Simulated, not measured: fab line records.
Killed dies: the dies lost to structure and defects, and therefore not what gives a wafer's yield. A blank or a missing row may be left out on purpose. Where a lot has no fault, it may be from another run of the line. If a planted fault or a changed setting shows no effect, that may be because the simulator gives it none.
fab line records	flow nand_harc
[record] lots = 11	wafers = 33	last_day = 33
route steps=1302 shown A_STAIRCASE@881 A_SLIT@923 A_WL_FILL@956 END@1302
lots untouched by any fault: they come from a run of this same line in which no faults occurred
start_h: hours from the record's first day to the start of the lot's first wafer shown	wait_h: time in hours since the lot's previous step	" repeats the value in the row above	L1.1+2: several wafers, shown together as one row	- no value, or no start was given	* or withheld: withheld	< > ~ a bound
route shown NAME@n: names a module that has steps shown in the file, with the first one's number in the route	usual: mean and standard deviation over wafers with no fault	same: alike in all rows	chamber/n: place in a boat	sites: the reading at each site	_std_site: the standard deviation of these	_edge_site: outer sites' mean less inner sites'	radius_mm: for every site, how far away it sits from the centre of the wafer	mask NAME#n: copy n	behind: the last tool/chamber to shape the wafer	hold: what put the lot on hold/how long, in hours/how the hold closed	device: transistor that didn't switch, given as n, p or np	end of line: tests run on the same wafers once the route is complete	a step with no rows: only its recipe	killed: dies that structure and defects cost at the first sort, which is not the same as the wafer's yield	map: shows each die of a wafer: x if killed, . if not, _ if none is there
set.NAME: the setting that was run; set.NAME@STEP: the one run at that earlier step	model.NAME: the simulator's own value behind a step, which no gauge read
steps of the route over a sample of lots; a table a step, a row a wafer
services: a tool's chamber out of use, with start hour (start_h, from the record's first day; less than 0 if before it), hours out, and reason
[[steps]]
[step NHARC_A_STAIRCASE_ETCHBACK_422]
[recipe] target_depth_a = 400	over_etch_frac = 0.3	time_s = 74.286	ion_energy_ev = 120	ch3f_flow_sccm = 50	o2_flow_sccm = 30	ar_flow_sccm = 200	rf_w = 500	bias_w = 100	chemistry = CH3F/O2
[usual] drypump_motor_current_A = 5.7/0.38	oes_product_au = 0.96/0.033	rf_vpp_V = 245.1/1.8	showerhead_plenum_p_Torr = 2.51/0.11	throttle_valve_pct = 20.663/0.0087
lot.wafer	tool	chamber	start_h	wait_h	drypump_motor_current_A	oes_product_au	rf_hours_counter_h	rf_vpp_V	showerhead_plenum_p_Torr	throttle_valve_pct
L825.4	rie_diel-01	3	451.45	0.2	5.6	0.99	22	245.3	2.61	20.666
L825.3	"	2	"	"	5.9	0.99	21	247.3	2.63	20.661
L825.6	"	3	"	"	5.6	0.99	-	247.3	2.61	20.648
L826.2	rie_diel-02	0	459.30	0.2	6.1	0.94	17	243.9	2.39	20.661
L826.1	"	1	"	"	6.2	0.94	16	244.0	2.46	20.669
L826.5	"	3	"	"	5.5	0.92	-	246.4	2.63	20.672
L829.4	rie_diel-10	1	494.20	0.1	5.8	0.95	13	243.2	2.46	20.651
L829.3	"	2	"	"	5.4	0.95	15	247.2	2.65	20.667
L829.1	"	3	"	"	6.0	0.99	17	245.9	2.53	20.660
L833.3	rie_diel-10	0	519.36	0.2	5.5	0.99	29	247.8	2.62	20.660
L833.4	"	1	"	"	5.7	1.01	22	244.0	2.46	20.659
L833.6	"	0	"	"	5.5	1.00	-	247.4	2.62	20.675
L838.3	rie_diel-10	0	573.81	0.2	5.5	0.94	45	246.9	2.62	20.651
L838.2	"	1	"	"	5.7	0.94	38	242.6	2.45	20.642
L838.6	"	3	"	"	6.0	0.92	-	243.4	2.52	20.648
L841.1	rie_diel-02	2	596.75	0.7	6.1	1.02	7	242.3	2.30	20.665
L841.5	"	1	"	"	6.3	1.01	-	243.3	2.44	20.666
L841.6	"	2	"	"	6.1	1.02	-	242.2	2.30	20.664
L840.3	rie_diel-01	2	601.10	0.1	5.9	0.99	16	246.4	2.60	20.665
L840.1	"	3	"	"	5.6	1.01	15	247.1	2.59	20.659
L840.5	"	2	"	"	5.9	1.00	-	245.3	2.60	20.652
L843.1	rie_diel-10	0	622.94	0.1	5.4	0.99	3	246.4	2.61	20.669
L843.2	"	1	"	"	5.7	1.00	3	243.0	2.45	20.674
L843.5	"	0	"	"	5.4	0.98	-	246.9	2.61	20.660
L844.2	rie_diel-10	2	645.75	0.2	5.4	1.00	11	247.2	2.63	20.674
L844.5	"	3	"	"	5.9	0.97	-	244.7	2.51	20.663
L844.6	"	0	"	"	5.4	0.99	-	248.0	2.61	20.668
L846.4	rie_diel-02	0	653.96	0.2	6.1	0.93	26	242.6	2.36	20.653
L846.2	"	1	"	"	6.3	0.92	27	243.3	2.43	20.664
L846.6	"	2	"	"	6.1	0.93	-	241.9	2.29	20.664
L847.4	rie_diel-10	2	654.07	0.2	5.4	0.99	13	247.6	2.63	20.665
L847.3	"	3	"	"	5.9	0.98	13	245.6	2.51	20.657
L847.5	"	1	"	"	5.7	0.99	-	244.7	2.44	20.651
[step NHARC_A_SLIT_DEP_00]
[recipe] target_thk_a = 62000	temp_c = 400	material = aC
[usual] throttle_valve_pct = 35.000/0.0094
lot.wafer	tool	chamber	start_h	wait_h	throttle_valve_pct
L825.3	acl_dep-02	0	462.68	-	35.004
L825.4	"	0	"	"	34.988
L825.6	"	0	464.55	-	35.002
L826.1	acl_dep-01	0	468.43	-	34.987
L826.2	"	0	"	"	34.998
L826.5	"	0	470.92	-	35.016
L829.1	acl_dep-02	0	503.79	-	34.974
L829.3	"	0	505.06	-	34.987
L829.4	"	0	"	"	34.996
L833.3	acl_dep-02	0	531.91	-	35.004
L833.4	"	0	"	"	34.990
L833.6	"	0	533.82	-	35.002
L838.2	acl_dep-03	0	585.38	1.8	35.007
L838.3	"	0	"	"	35.003
L838.6	"	0	587.91	4.1	35.013
L841.1	acl_dep-01	0	607.65	-	35.002
L841.5	"	0	610.19	-	35.005
L841.6	"	0	"	"	34.997
L840.1	acl_dep-03	0	607.65	-	34.991
L840.3	"	0	608.89	-	34.995
L840.5	"	0	610.13	-	35.005
L843.1	acl_dep-02	0	632.16	-	34.991
L843.2	"	0	"	"	35.001
L843.5	"	0	634.67	-	34.990
L844.2	acl_dep-02	0	656.00	-	34.983
L844.5	"	0	657.85	-	35.004
L844.6	"	0	"	"	34.984
L846.2	acl_dep-01	0	668.14	-	35.002
L846.4	"	0	669.40	-	35.001
L846.6	"	0	670.67	-	34.995
L847.3	acl_dep-02	0	669.67	-	35.017
L847.4	"	0	"	"	35.000
L847.5	"	0	"	"	35.001
[step NHARC_A_SLIT_INSPECT_11]
[usual] raw_defect_count = 54/28
lot.wafer	tool	chamber	start_h	wait_h	hold	raw_defect_count
L825.3	defect_inspect-01	-	466.09	0.0	-	56
L825.4	"	-	"	"	-	63
L825.6	"	-	"	"	-	61
L826.1	defect_inspect-01	-	472.99	0.0	-	63
L826.2	"	-	"	"	-	70
L826.5	"	-	"	"	-	73
L829.1	defect_inspect-01	-	508.75	0.0	await_dispo/0.2h/release	267
L829.3	"	-	"	"	await_dispo/0.2h/release	281
L829.4	"	-	"	"	await_dispo/0.2h/release	266
L829.1	defect_inspect-01	-	508.93	0.2	-	266
L829.3	"	-	"	"	-	283
L829.4	"	-	"	"	-	262
L833.3	defect_inspect-02	-	535.15	0.0	await_dispo/0.2h/release	350
L833.4	"	-	"	"	await_dispo/0.2h/release	324
L833.6	"	-	"	"	await_dispo/0.2h/release	346
L833.3	defect_inspect-02	-	535.32	0.2	-	346
L833.4	"	-	"	"	-	326
L833.6	"	-	"	"	-	341
L838.2	defect_inspect-02	-	589.24	0.0	-	48
L838.3	"	-	"	"	-	46
L838.6	"	-	"	"	-	48
L840.1	defect_inspect-01	-	612.19	0.0	-	57
L840.3	"	-	"	"	-	70
L840.5	"	-	"	"	-	68
L841.1	defect_inspect-02	-	612.35	0.0	-	88
L841.5	"	-	"	"	-	95
L841.6	"	-	"	"	-	80
L843.1	defect_inspect-02	-	636.91	0.0	-	58
L843.2	"	-	"	"	-	46
L843.5	"	-	"	"	-	67
L844.2	defect_inspect-01	-	659.91	0.0	-	57
L844.5	"	-	"	"	-	68
L844.6	"	-	"	"	-	68
L846.2	defect_inspect-01	-	672.00	0.0	-	56
L846.4	"	-	"	"	-	58
L846.6	"	-	"	"	-	54
L847.3	defect_inspect-02	-	672.86	0.0	-	33
L847.4	"	-	"	"	-	34
L847.5	"	-	"	"	-	35
[step NHARC_A_SLIT_ETCH_15]
[recipe] target_depth_a = 62000	over_etch_frac = 0.3	time_s = 1612	ion_energy_ev = 150	o2_flow_sccm = 400	cos_flow_sccm = 20	ar_flow_sccm = 0	rf_w = 500	bias_w = 300	chemistry = O2/COS
[usual] drypump_motor_current_A = 6.0/0.46	oes_product_au = 0.994/0.012	rf_vpp_V = 313.7/1.8	showerhead_plenum_p_Torr = 3.09/0.12	throttle_valve_pct = 28.331/0.0095
lot.wafer	tool	chamber	start_h	wait_h	drypump_motor_current_A	oes_product_au	rf_hours_counter_h	rf_vpp_V	showerhead_plenum_p_Torr	throttle_valve_pct
L825.4	rie_diel-13	1	-	-	6.0	0.998	7	317.4	3.31	28.322
L825.3	"	3	"	"	5.7	0.994	8	314.0	3.10	28.333
L825.6	"	0	"	"	6.5	0.977	-	316.0	3.25	28.339
L826.2	rie_diel-08	0	-	-	6.1	1.003	5	315.2	3.28	28.318
L826.1	"	3	"	"	5.6	0.991	7	311.4	2.96	28.325
L826.5	"	0	"	"	6.1	1.003	-	315.5	3.28	28.341
L829.1	rie_diel-08	0	-	-	6.1	1.005	8	317.1	3.28	28.334
L829.3	"	1	"	"	5.7	0.992	7	311.6	3.02	28.322
L829.4	"	3	"	"	5.7	1.003	9	311.0	2.96	28.322
L833.4	rie_diel-08	1	-	-	5.7	1.001	8	312.7	3.02	28.326
L833.3	"	2	"	"	5.2	0.990	10	315.3	3.13	28.343
L833.6	"	0	"	"	6.1	0.993	-	316.0	3.28	28.318
L838.2	rie_diel-06	0	-	-	6.5	0.971	4	313.3	2.95	28.328
L838.3	"	2	"	"	6.7	0.990	6	313.7	3.02	28.340
L838.6	"	0	"	"	6.4	0.980	-	311.3	2.95	28.326
L840.3	rie_diel-08	3	-	-	5.6	0.990	4	312.0	2.95	28.325
L840.1	"	0	"	"	6.1	1.003	4	315.8	3.27	28.342
L840.5	"	3	"	"	5.7	0.984	-	312.1	2.95	28.326
L841.1	rie_diel-06	1	-	-	5.5	0.990	7	311.0	2.94	28.314
L841.5	"	0	"	"	6.4	0.969	-	313.1	2.95	28.315
L841.6	"	1	"	"	5.5	0.992	-	312.1	2.94	28.333
L843.2	rie_diel-08	2	-	-	5.2	0.999	6	312.9	3.13	28.335
L843.1	"	0	"	"	6.1	1.005	6	315.3	3.27	28.324
L843.5	"	2	"	"	5.2	1.001	-	315.0	3.13	28.319
L844.2	rie_diel-06	2	-	-	6.7	1.003	8	312.5	3.02	28.337
L844.6	"	3	"	"	6.7	1.004	-	314.1	3.13	28.333
L844.5	"	0	"	"	6.4	0.987	-	313.0	2.95	28.330
L846.2	rie_diel-13	3	-	-	5.7	0.985	8	313.7	3.09	28.319
L846.4	"	0	"	"	6.5	0.977	7	314.2	3.24	28.325
L846.6	"	3	"	"	5.7	0.981	-	314.3	3.09	28.337
L847.3	rie_diel-08	0	-	-	6.1	1.023	8	317.3	3.27	28.319
L847.4	"	1	"	"	5.7	1.014	7	312.4	3.01	28.331
L847.5	"	2	"	"	5.2	1.006	-	314.6	3.13	28.341
[step NHARC_A_WL_FILL_CVD_03]
[recipe] target_thk_a = 400	temp_c = 300	pressure_torr = 40	wf6_flow_sccm = 40	h2_flow_sccm = 1600	ar_flow_sccm = 1560	time_s = 279	material = W
[usual] heater_power_w = 452/12	throttle_valve_pct = 7.8/0.34
lot.wafer	tool	chamber	start_h	wait_h	heater_power_w	throttle_valve_pct
L825.3	cvd_w-01	0	480.77	0.2	441	8.4
L825.4	"	1	"	"	457	8.1
L825.6	"	1	"	"	469	8.1
L826.1	cvd_w-02	0	486.96	0.1	453	7.6
L826.2	"	1	"	"	444	7.5
L826.5	"	1	"	"	440	7.3
L829.1	cvd_w-02	1	527.30	0.1	441	7.8
L829.4	"	1	"	"	459	7.5
L829.3	"	0	"	"	454	7.8
L833.3	cvd_w-02	1	554.85	0.2	452	7.6
L833.4	"	0	"	"	452	7.5
L833.6	"	0	"	"	463	8.0
L838.2	cvd_w-01	0	603.00	0.1	454	8.2
L838.3	"	0	"	"	456	8.3
L838.6	"	0	"	"	457	8.0
L841.1	cvd_w-02	0	626.29	0.1	449	8.0
L841.5	"	1	"	"	449	7.4
L841.6	"	0	"	"	455	7.8
L840.1	cvd_w-01	1	626.43	0.1	444	7.9
L840.3	"	0	"	"	449	8.1
L840.5	"	0	"	"	451	8.0
L843.2	cvd_w-02	0	655.03	0.1	476	7.9
L843.1	"	1	"	"	450	7.5
L843.5	"	0	"	"	475	7.8
L844.2	cvd_w-02	1	674.36	0.1	448	7.3
L844.6	"	0	"	"	465	7.9
L844.5	"	1	"	"	434	7.2
L846.2	cvd_w-01	0	686.25	0.1	450	8.2
L846.4	"	1	"	"	431	7.9
L846.6	"	0	"	"	464	8.3
L847.4	cvd_w-02	0	686.25	0.2	486	7.9
L847.3	"	1	"	"	459	7.6
L847.5	"	1	"	"	447	7.1
[step NHARC_END_SORT_01]
[recipe] temp_c = 25
[usual] killed_at_array = 58/22	killed_at_other = 1.0/1.3	killed_at_periphery = 5/3.4	killed_dies = 64/22	killed_open = 3.6/1.8	killed_short = 2.4/1.7
[same] gross_dies = 677
lot.wafer	tool	chamber	start_h	wait_h	killed_at_array	killed_at_other	killed_at_periphery	killed_dies	killed_open	killed_short
L829.1	prober-01	0	641.40	2.5	95	4	4	103	8	1
L829.3	prober-01	0	643.00	3.1	102	2	6	110	6	2
L829.4	prober-01	0	643.81	3.4	101	0	2	103	3	3
L833.3	prober-02	0	677.24	3.1	117	2	2	121	2	0
L833.4	prober-02	0	678.03	3.4	107	2	5	114	1	2
L833.6	prober-02	0	679.62	4.0	132	2	2	136	1	0
// killed by level:class
L829.1 A_SLIT:unspecified=64 A_CHANNEL_HOLE_D2:chamber_film_flake=11 A_CONTACT:chamber_film_flake=5 THIN_TSV:chamber_film_flake=4 A_STAIRCASE:chamber_film_flake=4 A_DECK1_JOINT:geometric_particle:open=2 A_CHANNEL_HOLE_D1:chamber_film_flake=2 A_DECK1_JOINT:chamber_film_flake=2
L829.3 A_SLIT:unspecified=76 A_CHANNEL_HOLE_D2:chamber_film_flake=13 A_CHANNEL_HOLE_D1:chamber_film_flake=4 A_CONTACT:chamber_film_flake=3 P_GATE:geometric_particle:open=2 P_ZERO_WELL:chamber_film_flake=2 A_STAIRCASE:chamber_film_flake=2 P_M0:geometric_particle:open=1
L829.4 A_SLIT:unspecified=68 A_CHANNEL_HOLE_D2:chamber_film_flake=15 A_STAIRCASE:chamber_film_flake=5 A_CONTACT:chamber_film_flake=5 A_CHANNEL_HOLE_D1:chamber_film_flake=2 A_CHANNEL_FILL_D2:geometric_particle:open=1 P_GATE:geometric_particle:short=1 P_CONTACT:geometric_particle:open=1
L833.3 A_SLIT:unspecified=65 A_CHANNEL_HOLE_D1:chamber_film_flake=36 A_CHANNEL_HOLE_D2:chamber_film_flake=9 A_CONTACT:chamber_film_flake=4 P_CONTACT:geometric_particle:open=1 A_CONTACT:geometric_particle:open=1 P_GATE:chamber_film_flake=1 A_DECK1_JOINT:chamber_film_flake=1
L833.4 A_SLIT:unspecified=63 A_CHANNEL_HOLE_D1:chamber_film_flake=26 A_CHANNEL_HOLE_D2:chamber_film_flake=10 P_GATE:chamber_film_flake=4 A_STAIRCASE:chamber_film_flake=3 THIN_TSV:chamber_film_flake=2 A_SOURCE_PLATE:geometric_particle:short=1 A_CHANNEL_FILL_D1:geometric_particle:short=1
L833.6 A_SLIT:unspecified=75 A_CHANNEL_HOLE_D1:chamber_film_flake=36 A_CHANNEL_HOLE_D2:chamber_film_flake=14 A_CONTACT:chamber_film_flake=4 THIN_TSV:chamber_film_flake=2 P_GATE:geometric_particle:open=1 P_GATE:chamber_film_flake=1 A_SLIT:chamber_film_flake=1
[[services]]
tool	chamber	start_h	hours	kind
rie_diel-10	3	427.86	7.7	repair
cvd_w-02	-	450.00	13.0	pm
rie_diel-10	1	463.91	12.3	repair
rie_diel-06	1	467.64	21.6	repair
rie_diel-06	-	484.20	9.0	pm
rie_diel-10	0	498.78	5.2	repair
rie_diel-02	0	511.33	1.3	repair
rie_diel-10	0	539.17	2.1	repair
rie_diel-08	-	544.80	9.0	pm
cvd_w-01	-	547.00	13.0	pm
rie_diel-02	1	551.20	4.7	repair
acl_dep-01	-	551.49	13.0	pm
rie_diel-06	0	551.68	6.0	repair
rie_diel-02	-	570.74	9.0	pm
rie_diel-10	0	593.91	3.1	repair
rie_diel-10	-	599.96	9.0	pm
acl_dep-02	-	607.31	13.0	pm
rie_diel-06	0	618.96	2.4	repair
rie_diel-10	3	622.77	5.5	repair
cvd_w-02	-	631.00	13.0	pm
cvd_w-01	-	637.65	0.9	repair
cvd_w-02	0	657.37	2.5	repair
rie_diel-02	-	661.03	0.6	repair
rie_diel-08	2	678.45	2.4	repair
[[key]]
[first_sign] step = NHARC_A_SLIT_INSPECT_11	reading = visit	direction = added
[effect] step = NHARC_A_SLIT_INSPECT_11	reading = raw_defect_count	direction = up	sigmas = 9.1	usual = 54	struck = 306
[effect] step = NHARC_END_SORT_01	reading = killed_at_array	direction = up	sigmas = 2.3	usual = 58	struck = 109
[more_kills_born_at] NHARC_A_SLIT_DEP_00@acl_dep-02 = 411
met_at NHARC_A_SLIT_DEP_00
struck_lots L829,L833
tester_left_out L829,L833
not_acting_at NHARC_A_STAIRCASE_ETCHBACK_422,NHARC_A_SLIT_ETCH_15,NHARC_A_WL_FILL_CVD_03
onset_between 462.68 503.79
[fault] kind = chamber_particle_source	tool = acl_dep-02	chamber = -	onset_h = 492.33	steps = NHARC_A_SLIT_DEP_00	rate_per_visit_cm2 = 0.38841	end_h = 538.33
// tester_left_out: of these lots the tester's yield and bins aren't shown, on N5 and GAA mostly nor the transistor test; their killed dies are dies lost to structure and defects alone, not to doping, threshold or leakage, so they don't give the yield
